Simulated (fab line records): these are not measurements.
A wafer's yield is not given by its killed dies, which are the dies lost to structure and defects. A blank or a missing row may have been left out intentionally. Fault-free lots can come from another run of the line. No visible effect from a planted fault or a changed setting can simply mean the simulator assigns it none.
Which tool did it? / flow nand-harc / route of 1302 steps, sampled at 1 step: 12 lots, 36 wafers

== WHAT EACH GAUGE READ, for each wafer ==
NHARC_P_M2_CD_MEAS_16.
lot=L075; measured=day 6 18:08; on=cd-sem-03; cd-nm (nm)=170.5 170.7 170.0
lot=L077; measured=day 7 22:11; on=cd-sem-01; cd-nm (nm)=169.5 169.1 168.6
lot=L079; measured=day 8 07:49; on=cd-sem-01; cd-nm (nm)=170.4 171.1 170.3
lot=L081; measured=day 9 05:31; on=cd-sem-01; cd-nm (nm)=170.4 170.1 170.3
lot=L083; measured=day 10 07:07; on=cd-sem-03; cd-nm (nm)=170.5 170.7 170.7
lot=L085; measured=day 10 23:49; on=cd-sem-01; cd-nm (nm)=169.5 170.4 168.7
lot=L087; measured=day 11 16:28; on=cd-sem-03; cd-nm (nm)=169.3 169.6 169.6
lot=L088; measured=day 12 13:16; on=cd-sem-01; cd-nm (nm)=168.6 170.6 170.5
lot=L091; measured=day 13 06:53; on=cd-sem-03; cd-nm (nm)=169.3 169.6 169.1
lot=L093; measured=day 14 07:19; on=cd-sem-03; cd-nm (nm)=170.7 169.9 169.7
lot=L095; measured=day 14 22:22; on=cd-sem-02; cd-nm (nm)=170.0 170.1 170.1
lot=L097; measured=day 16 07:58; on=cd-sem-01; cd-nm (nm)=170.3 170.2 169.5

== WHICH TOOL RAN EACH LOT (tool, then ch and the chambers of the sampled wafers, then the start) ==
There is no process step in the record ahead of these readings.

== THE ANSWER, worked out from the rows above alone ==
Rule: the usual values come from the lots themselves. The widest of any qualifying gaps counts: lots, ordered by their means at a reading, are off when they make up no more than a third of the lots, leave a main group of 4 or more, and stand apart from it by 3 or more times the standard deviation of that group's means. Not used: any main group whose means are identical at the precision the tables above print for the reading. Also off: a lot with no number at a reading for which 4 or more lots have one. All remaining lots with rows at the step are treated as sound.
Nothing can be told from this: no lot is off at any reading shown.

== WHAT HAD BEEN PUT IN BY THE SIMULATOR ==
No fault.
